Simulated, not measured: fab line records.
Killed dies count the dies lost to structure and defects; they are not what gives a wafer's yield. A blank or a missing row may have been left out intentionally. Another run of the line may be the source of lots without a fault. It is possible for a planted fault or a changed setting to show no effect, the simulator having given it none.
Chamber matching    flow n5 finfet    4 sister chambers for N5_BEOL_M0_SAQP_STRIP_75 on rie diel-02
The step strips in CF4. 4 wafers are shown with their chamber, then 7 later ones without.

## EACH WAFER AND ITS CHAMBER
wafer   chamber  drypump motor current A (A)
L080.1  2        5.0
L090.1  1        5.6
L091.1  0        5.1
L091.2  3        6.5

## WAFERS WHOSE CHAMBER IS MISSING
wafer   drypump motor current A (A)
L091.5  6.6
L096.1  5.5
L096.2  5.1
L096.6  5.1
L097.1  5.5
L097.2  6.6
L097.4  5.1

## CHAMBER TAKEN BY EACH
wafer   from the rows above      in truth
L091.5  3                        3
L096.1  1                        1
L096.2  can't be placed: 0 or 2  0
L096.6  can't be placed: 0 or 2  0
L097.1  1                        1
L097.2  3                        3
L097.4  can't be placed: 0 or 2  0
Correct placement for 4 of the 7. Cannot be placed on the basis of these rows: 3; the candidates contain the true chamber in 3. Wrongly placed: 0.
How it was worked out, from the rows above alone: a wafer's distance from a chamber is the root of the sum, over the readings, of the square of ((its reading less the chamber's mean) divided by the reading's scatter). The wafer belongs to the nearest chamber; if the next one is less than 2 further off, it can't be placed. The mean given for a chamber averages the wafers shown for that chamber. The scatter: with one shown wafer a chamber, the root of the mean of the squares of how far each hidden wafer lies from its nearest shown one.
